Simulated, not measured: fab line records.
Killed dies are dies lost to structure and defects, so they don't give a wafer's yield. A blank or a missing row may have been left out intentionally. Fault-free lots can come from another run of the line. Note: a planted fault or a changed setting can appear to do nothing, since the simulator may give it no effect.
Chamber matching | flow nand harc | cmp-04 running NHARC_A_SGD_CUT_CMP_21: 4 sister chambers
The step polishes, target thk 148.19 nm. 7 wafers are shown with their chamber, then 7 later ones without.

== WAFERS PAIRED WITH THEIR CHAMBERS ==
wafer  | chamber | motor current A (A) | time to endpoint s (s)
L077.3 | 1       | 12.0                | 47
L081.3 | 2       | 10.1                | 51
L083.2 | 1       | 12.2                | 47
L085.3 | 0       | 13.0                | 51
L085.6 | 3       | 11.7                | 47
L087.1 | 3       | 11.6                | 48
L087.3 | 0       | 12.8                | 51

== WAFERS MISSING THEIR CHAMBER ==
wafer  | motor current A (A) | time to endpoint s (s)
L087.5 | 11.9                | 43
L093.4 | 10.3                | 46
L093.5 | 12.7                | 51
L093.6 | 11.6                | 45
L096.3 | 11.4                | 43
L096.5 | 10.7                | 48
L096.6 | 11.7                | 48

== CHAMBER TAKEN BY EACH ==
wafer  | from the rows above     | in truth
L087.5 | can't be placed: 1 or 3 | 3
L093.4 | can't be placed: 3 or 2 | 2
L093.5 | 0                       | 0
L093.6 | can't be placed: 3 or 1 | 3
L096.3 | can't be placed: 3 or 1 | 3
L096.5 | can't be placed: 3 or 2 | 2
L096.6 | 3                       | 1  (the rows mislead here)
1 of 7 placed correctly. Not placeable from these rows: 5 (in 5, the candidates include the true chamber). Number placed wrongly: 1.
How it was worked out, from the rows above alone: a wafer's distance from a chamber is the root of the sum, over the readings, of the square of ((its reading less the chamber's mean) divided by the reading's scatter). The wafer belongs to the nearest chamber; if the next one is less than 2 further off, it can't be placed. Each chamber's mean is taken over the wafers shown for it. The scatter is the square root of a quotient: the sum, over the shown wafers, of each reading's squared deviation from its chamber's mean, divided by wafers minus chambers.
